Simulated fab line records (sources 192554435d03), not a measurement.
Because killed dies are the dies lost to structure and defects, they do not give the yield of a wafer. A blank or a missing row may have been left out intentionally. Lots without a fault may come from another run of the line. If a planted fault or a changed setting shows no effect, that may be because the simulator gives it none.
Chamber matching    flow n5 finfet    rie diel-04 running N5_BEOL_M0_ETCH_128: 4 sister chambers
The step etches SiCN in CF4/N2, target depth 12 nm, overetch 5.1 nm, time 21.4 s. 14 wafers are shown with their chamber, then 7 later ones without.

WAFERS PAIRED WITH THEIR CHAMBERS
wafer   chamber  showerhead plenum p Torr (Torr)  throttle valve pct (%)  drypump motor current A (A)
L075.1  0        2.28                             15.26                   6.6
L075.2  2        2.19                             15.69                   6.4
L075.3  3        2.14                             15.13                   6.1
L076.1  1        2.27                             15.24                   6.1
L076.2  3        2.14                             15.16                   6.1
L076.4  0        2.27                             15.26                   6.6
L079.1  2        2.18                             15.70                   6.4
L079.4  3        2.14                             15.17                   6.0
L079.6  2        2.18                             15.70                   6.3
L084.1  2        2.18                             15.75                   6.3
L084.2  3        2.13                             15.20                   6.1
L084.6  1        2.26                             15.28                   6.1
L085.1  2        2.18                             15.74                   6.4
L085.5  1        2.26                             15.29                   6.1

SIGNATURES (means of the wafers above)
reading                   chamber 0  chamber 1  chamber 2  chamber 3  scatter within a chamber
showerhead plenum p Torr  2.2750     2.2633     2.1820     2.1375     0.00521
throttle valve pct        15.2600    15.2700    15.7160    15.1650    0.0261
drypump motor current A   6.600      6.100      6.360      6.075      0.0442
Rule: a wafer's distance from a chamber is the root of the sum, over the readings, of the square of ((its reading less the chamber's mean) divided by the reading's scatter). If the next closest chamber is less than 2 further off than the closest, the wafer can't be placed; otherwise it belongs to the closest. The scatter is the square root of a quotient: the sum, over the shown wafers, of each reading's squared deviation from its chamber's mean, divided by wafers minus chambers.

WAFERS WITH NO CHAMBER GIVEN
wafer   showerhead plenum p Torr (Torr)  throttle valve pct (%)  drypump motor current A (A)
L085.6  2.18                             15.76                   6.4
L087.1  2.27                             15.28                   6.6
L087.5  2.27                             15.28                   6.6
L087.6  2.25                             15.32                   6.1
L094.1  2.13                             15.25                   6.1
L094.2  2.17                             15.79                   6.4
L094.6  2.27                             15.29                   6.6

WHICH CHAMBER EACH ONE RAN IN
wafer   from the rows above  in truth
L085.6  2                    2
L087.1  0                    0
L087.5  0                    0
L087.6  1                    1
L094.1  3                    3
L094.2  2                    2
L094.6  0                    0
7 of 7 placed correctly. Left unplaced by these rows: 0. Wrongly placed: 0.
